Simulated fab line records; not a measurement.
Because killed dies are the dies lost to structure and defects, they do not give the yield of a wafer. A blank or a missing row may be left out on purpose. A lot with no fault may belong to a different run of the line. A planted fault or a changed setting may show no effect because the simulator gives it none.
Which tool did it?    flow nand-harc    Sampling: 6 lots, 18 wafers, 5 of 1302 route steps

## WHAT EACH GAUGE READ, for each wafer
NHARC_END_SORT_01.
lot   measured      on         killed-at-periphery
L159  day 24 23:37  prober-02  9 5 5
L172  day 30 07:26  prober-01  5 2 1

## WHICH TOOL RAN EACH LOT (tool, then ch and the chambers of the sampled wafers, then the start)
lot   NHARC_A_STAIRCASE_TRIM_200                     NHARC_A_STAIRCASE_ETCH_223                     NHARC_A_STAIRCASE_ETCH_225                     NHARC_A_STAIRCASE_ETCH_230
L159  rie-diel-10 ch 2,3, day 16 13:20 or earlier    rie-diel-01 ch 0,1,2, day 16 13:20 or earlier  rie-diel-01 ch 0,1,2, day 16 13:20 or earlier  rie-diel-10 ch 1,3, day 16 13:20
L163  rie-diel-10 ch 0,1,2, day 18 13:05 or earlier  rie-diel-10 ch 0,1,3, day 18 13:05 or earlier  rie-diel-10 ch 0,2, day 18 13:05 or earlier    rie-diel-01 ch 1,2,3, day 18 13:05
L165  rie-diel-02 ch 0,2, day 19 02:34 or earlier    rie-diel-02 ch 0,2,3, day 19 02:34 or earlier  rie-diel-02 ch 1,2, day 19 02:34 or earlier    rie-diel-01 ch 0,2,3, day 19 02:34
L172  rie-diel-02 ch 0,1,3, day 22 05:29 or earlier  rie-diel-10 ch 0,3, day 22 05:29 or earlier    rie-diel-10 ch 0,2, day 22 05:29 or earlier    rie-diel-01 ch 0,2,3, day 22 05:29
L176  rie-diel-10 ch 0,3, day 23 19:35 or earlier    rie-diel-01 ch 0,1,2, day 23 19:35 or earlier  rie-diel-01 ch 0,1,3, day 23 19:35 or earlier  rie-diel-02 ch 0,1, day 23 19:35
L180  rie-diel-02 ch 0,2,3, day 25 09:32 or earlier  rie-diel-02 ch 0,1,3, day 25 09:32 or earlier  rie-diel-02 ch 2,3, day 25 09:32 or earlier    rie-diel-02 ch 1,3, day 25 09:32
- NHARC_A_STAIRCASE_TRIM_200: chemistry O2, time 211.2 s.
- NHARC_A_STAIRCASE_ETCH_223: etches the open film in C4F8/O2, target depth 100 nm, time 40.5 s.
- NHARC_A_STAIRCASE_ETCH_225: etches the open film in C4F8/O2, target depth 100 nm, time 40.5 s.
- NHARC_A_STAIRCASE_ETCH_230: etches the open film in C4F8/O2, target depth 100 nm, time 40.5 s.

## THE ANSWER, worked out from the rows above alone
Rule: the lots themselves supply what counts as usual. The widest of any qualifying gaps counts: lots, ordered by their means at a reading, are off when they make up no more than a third of the lots, leave a main group of 4 or more, and stand apart from it by 3 or more times the standard deviation of that group's means. A main group is skipped when, at the precision printed for the reading in the tables above, its means are all equal. A lot without any number at a reading at which 4 lots or more have one is off too. Where the step has rows for the other lots, those lots are counted as sound.
No lot is off on any of the readings shown, so nothing can be concluded from this.

## WHAT WAS PUT IN BY THE SIMULATOR
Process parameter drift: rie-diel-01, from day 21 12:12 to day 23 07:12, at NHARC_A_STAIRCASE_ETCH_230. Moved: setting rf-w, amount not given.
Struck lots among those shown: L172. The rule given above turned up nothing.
